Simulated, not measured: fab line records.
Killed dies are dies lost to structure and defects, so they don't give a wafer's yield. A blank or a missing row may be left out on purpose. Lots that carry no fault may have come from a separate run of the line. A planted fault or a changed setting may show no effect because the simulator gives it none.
A single fault, viewed from 3 desks ; flow nand_harc ; only its own numbers are on each desk; what lay behind them is given at the end

THE METROLOGY DESK
Means of the sampled wafers that have a number, per lot and without regard to the tool the lot ran on: this is what the gauges read. The brackets show how far a lot's mean lies from the usual mean; more than 4 standard deviations puts the lot out of limits, marked OUT.
Columns: A = cd_nm at NHARC_A_M1_CD_MEAS_09, usual 120.0 nm; B = overlay_x_nm at NHARC_A_M1_OVL_MEAS_10, usual -0.2 nm; C = overlay_y_nm at NHARC_A_M1_OVL_MEAS_10, usual -0.2 nm; D = cd_nm at NHARC_A_M1_CD_MEAS_16, usual 120.0 nm; E = thk_nm at NHARC_A_M1_THK_MEAS_24, usual 155.1 nm; F = thk_nm at NHARC_A_BONDPAD_THK_MEAS_30, usual 200.9 nm
lot;first seen here;A;B;C;D;E;F
L368;day 17 22:26;119.7;-0.8;-0.5;119.2;156.3;201.0
L374;day 19 01:13;118.7;-0.5;-0.1;118.5;154.2;202.2
L375;day 19 21:00;119.7;0.3;-0.0;119.7;154.5;199.7
L380;day 21 07:00;118.8;0.3;0.8;120.0;157.5;201.5
L387;day 23 14:55;120.7;0.4;-0.7;120.5;155.3;199.5
This desk's verdict: no lot among the 5 shows anything out of limits.

AT THE TOOL OWNER'S DESK: rie_diel-13
The tool's own readings at NHARC_A_M1_ETCH_15 (etches the open film in C4F8/Ar, target depth 182.5 nm, time 91.2 s): means of the sampled wafers that have a number, for each lot that ran on this tool. The brackets show how far a lot's mean lies from the usual mean; more than 4 standard deviations puts the lot out of limits, marked OUT.
Columns: A = oes_product_au at NHARC_A_M1_ETCH_15, usual 0.954 a.u.; B = rf_vpp_V at NHARC_A_M1_ETCH_15, usual 442.4 V
lot;first seen here;A;B
L374;day 19 01:35;0.932;441.4
L380;day 21 07:22;0.937;437.6
This desk's verdict: no lot among the 2 shows anything out of limits.

THE DEFECT DESK
Per lot, the means of the sampled wafers with a number show what the inspections along the route counted. The brackets show how far a lot's mean lies from the usual mean; more than 4 standard deviations puts the lot out of limits, marked OUT.
Columns: A = raw_defect_count at NHARC_A_M1_INSPECT_11, usual 35
lot;first seen here;A
L368;day 17 22:34;38
L374;day 19 01:20;29
L375;day 19 21:07;39
L380;day 21 07:07;52
L387;day 23 15:03;37
This desk's verdict: no lot among the 5 shows anything out of limits.

TAKEN TOGETHER
At the metrology desk, nothing out of limits was observed.
Nothing out of limits was seen by the tool owner's desk.
Nothing the defect desk looked at was out of limits.

WHAT HAD BEEN PUT IN BY THE SIMULATOR
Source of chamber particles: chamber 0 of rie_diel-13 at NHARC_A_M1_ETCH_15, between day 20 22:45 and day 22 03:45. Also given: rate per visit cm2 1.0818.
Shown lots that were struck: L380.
